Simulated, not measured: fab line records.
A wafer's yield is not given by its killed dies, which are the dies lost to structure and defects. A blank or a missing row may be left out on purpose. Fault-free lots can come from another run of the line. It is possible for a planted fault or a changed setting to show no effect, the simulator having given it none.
What tool caused it? + flow nandHarc + Sampling: 6 lots, 18 wafers, 5 of 1159 route steps

== WHAT THE GAUGES SHOWED, per wafer ==
NHARC_A_SGD_CUT_THK_MEAS_22: measures by ellipsometry.
| lot  | measured     | on           | thkNm (nm)        |
|------|--------------|--------------|-------------------|
| L935 | day 14 07:38 | filmMetro-01 | 150.1 147.9 145.3 |
| L941 | day 16 05:51 | filmMetro-02 | 136.0 148.5 148.4 |
| L947 | day 17 12:57 | filmMetro-02 | 147.0 148.1 149.0 |
| L950 | day 18 18:25 | filmMetro-02 | 147.6 149.5 148.4 |
| L956 | day 19 12:08 | filmMetro-02 | 146.3 148.5 147.8 |
| L955 | day 19 12:17 | filmMetro-02 | 146.8 147.7 146.0 |

== WHAT TOOL EACH LOT RAN ON (gives the tool, then ch and the chambers of the sampled wafers, and finally the start) ==
| lot  | NHARC_A_STAIRCASE_DEP_325       | NHARC_A_STAIRCASE_CMP_152     | NHARC_A_SGD_CUT_ETCH_16                      | NHARC_A_SGD_CUT_DEP_20       |
|------|---------------------------------|-------------------------------|----------------------------------------------|------------------------------|
| L935 | pecvd-04 ch 0,1,2, day 13 10:37 | cmp-01 ch 0,1,3, day 13 23:04 | rieDiel-11 ch 0,2, day 14 03:09 or earlier   | fcvd-02 ch 0,1, day 14 03:09 |
| L941 | pecvd-04 ch 0,2, day 15 04:13   | cmp-02 ch 0,1, day 15 19:27   | rieDiel-11 ch 0,1, day 15 23:34 or earlier   | fcvd-02 ch 1, day 15 23:34   |
| L947 | pecvd-02 ch 0,1,2, day 16 17:13 | cmp-02 ch 0,1,3, day 17 04:56 | rieDiel-11 ch 0,2,3, day 17 08:58 or earlier | fcvd-01 ch 0,1, day 17 08:58 |
| L950 | pecvd-02 ch 0,2, day 17 16:01   | cmp-01 ch 0,1,3, day 18 11:55 | rieDiel-08 ch 0,3, day 18 15:57 or earlier   | fcvd-01 ch 0,1, day 18 15:57 |
| L956 | pecvd-02 ch 0,1, day 18 12:01   | cmp-03 ch 0,1,3, day 19 02:29 | rieDiel-08 ch 2,3, day 19 06:35 or earlier   | fcvd-02 ch 0,1, day 19 06:35 |
| L955 | pecvd-04 ch 0,2, day 18 12:35   | cmp-03 ch 2,3, day 19 03:50   | rieDiel-10 ch 0,3, day 19 07:54 or earlier   | fcvd-02 ch 0,1, day 19 07:54 |
- NHARC_A_STAIRCASE_DEP_325: deposits SiO2, target thk 3800 nm.
- NHARC_A_STAIRCASE_CMP_152: polishes.
- NHARC_A_SGD_CUT_ETCH_16: etches the open film in C4F8/O2/Ar, target depth 310.5 nm, time 155.2 s.
- NHARC_A_SGD_CUT_DEP_20: deposits SiO2, target thk 150 nm.

== THE ANSWER, worked out from the rows above alone ==
Rule: the usual values come from the lots themselves. Put in order of their means at a reading, lots are off if they are a third of the lots or fewer, leave a main group of 4 or more, and stand apart from it by a gap of 3 or more times the standard deviation of the main group's means; of several such gaps the widest counts. A main group whose means are all the same, to the digits that the tables above print for the reading, isn't used. Also off: a lot with no number at a reading for which 4 or more lots have one. The other lots that the step has rows for count as sound.
Off, at NHARC_A_SGD_CUT_THK_MEAS_22 on thkNm: L941. Main group: mean 147.7 nm, sd 0.55.
A tool fits if, at a process step before that reading, it ran every lot that is off, and no sound lot after the first of them. The gauges at NHARC_A_SGD_CUT_THK_MEAS_22 are tried like those tools. NHARC_A_SGD_CUT_ETCH_16: start missing for some lots; hours and lot order therefore follow NHARC_A_SGD_CUT_DEP_20. None of those tried fits.

== WHAT HAD BEEN PUT IN BY THE SIMULATOR ==
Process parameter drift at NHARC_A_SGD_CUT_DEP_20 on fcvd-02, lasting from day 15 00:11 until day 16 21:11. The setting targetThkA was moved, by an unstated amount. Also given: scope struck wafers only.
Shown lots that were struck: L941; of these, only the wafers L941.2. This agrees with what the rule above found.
